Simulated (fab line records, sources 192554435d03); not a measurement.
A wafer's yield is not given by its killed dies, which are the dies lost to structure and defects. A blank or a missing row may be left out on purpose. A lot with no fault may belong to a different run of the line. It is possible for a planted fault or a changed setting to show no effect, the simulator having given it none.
Code-filled problem report in 8D (eight disciplines) form ; flow n5_finfet ; the parts of the form that need people (team, actions taken, sign-off) are left out

== 1. WHAT WENT WRONG ==
At N5_MIM_BOT_ETCH_ETCH_04, rf_fwd_power_W averages 660.0 W over 2 wafers from 2 lots, while fault-free wafers read 531.8 W, standard deviation 1.7. Relative to the usual mean, that is a shift of +75 standard deviations.
The step: etches SiNx in CF4/O2, target depth 26 nm, time 13 s.
First observed at day 15 22:08: wafer L265.6, on rie_diel-01. At this step, 18 wafers from 6 lots have a number in the record. The rule behind "out" and "out of limits": a value lying over 4 standard deviations away from the usual mean. All remaining wafers that have a number are taken as sound.

== 2. WHAT IT IS, AND WHAT IT ISN'T ==
question;is;is not
which readings at this step;rf_fwd_power_W, rf_vpp_V;drypump_motor_current_A, oes_product_au, showerhead_plenum_p_Torr, throttle_valve_pct
which lots;L264, L265;L253, L254, L255, L267
which wafers of those lots;L264.3, L265.6;L264.2, L264.4, L265.3, L265.4
read on which tools;rie_diel-01;rie_diel-02
when;from day 15 22:08;"up to then (11 sound wafers); but 5 sound wafers of L264, L267 came after"

== 3. WHAT RULES OUT EACH SUSPECT ==
Counting: if a tool at a process step up to the reading ran every lot that is out, it stays a suspect. Sound lots after the first of them don't rule it out here, since some wafers of a struck lot are sound.
- rie_diel-01 at N5_MIM_BOT_LITHO_DESCUM_10 (chemistry O2, time 7.9 s): kept. It processed each lot that is out (first: L265, day 15 22:04); up to then, its last sound lot is L253 (day 12 15:11).
- rie_diel-01 at N5_MIM_BOT_ETCH_ETCH_04 (etches SiNx in CF4/O2, target depth 26 nm, time 13 s): kept. It processed each lot that is out (first: L265, day 15 22:08); up to then, its last sound lot is L253 (day 12 15:16). On those wafers its own readings are out: rf_fwd_power_W, rf_vpp_V.
- In rie_diel-01 at N5_MIM_BOT_LITHO_DESCUM_10, the wafers that are out were processed in chamber 0 and their sound lot-mates in chambers 1, 3.
- In rie_diel-01 at N5_MIM_BOT_ETCH_ETCH_04, the wafers that are out were processed in chamber 0 and their sound lot-mates in chambers 1, 3.
After counting, rie_diel-01 at N5_MIM_BOT_LITHO_DESCUM_10 and rie_diel-01 at N5_MIM_BOT_ETCH_ETCH_04 remain.

== 4. THE CAUSE (what the simulator had put in) ==
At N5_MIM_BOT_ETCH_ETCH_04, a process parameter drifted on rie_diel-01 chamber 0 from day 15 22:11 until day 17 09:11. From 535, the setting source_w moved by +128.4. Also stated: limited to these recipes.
This tool is one of the 2 suspects left after counting.

== 5. SEQUENCE OF EFFECTS, ordered by route ==
Each row: a reading whose mean over the struck wafers that have a number lies more than 3 standard deviations from the usual. Only readings whose record carries a usual standard deviation are examined. hours: median over the lots of the time between each lot's start at the first step of this table that gives one and its start at this step. sigmas: the change, counted in usual standard deviations.
hours;step;reading;usual;on struck wafers;change;sigmas
0;N5_MIM_BOT_ETCH_ETCH_04;rf_fwd_power_W;531.8 W;660.0;+128.2;+75
0;N5_MIM_BOT_ETCH_ETCH_04;rf_vpp_V;240 V;210;-30;-7.9
Its process steps:
- N5_MIM_BOT_ETCH_ETCH_04: etches SiNx in CF4/O2, target depth 26 nm, time 13 s.

== 6. WHAT WOULD HAVE CAUGHT IT SOONER ==
In this record the first reading out of limits was taken at day 15 22:08.
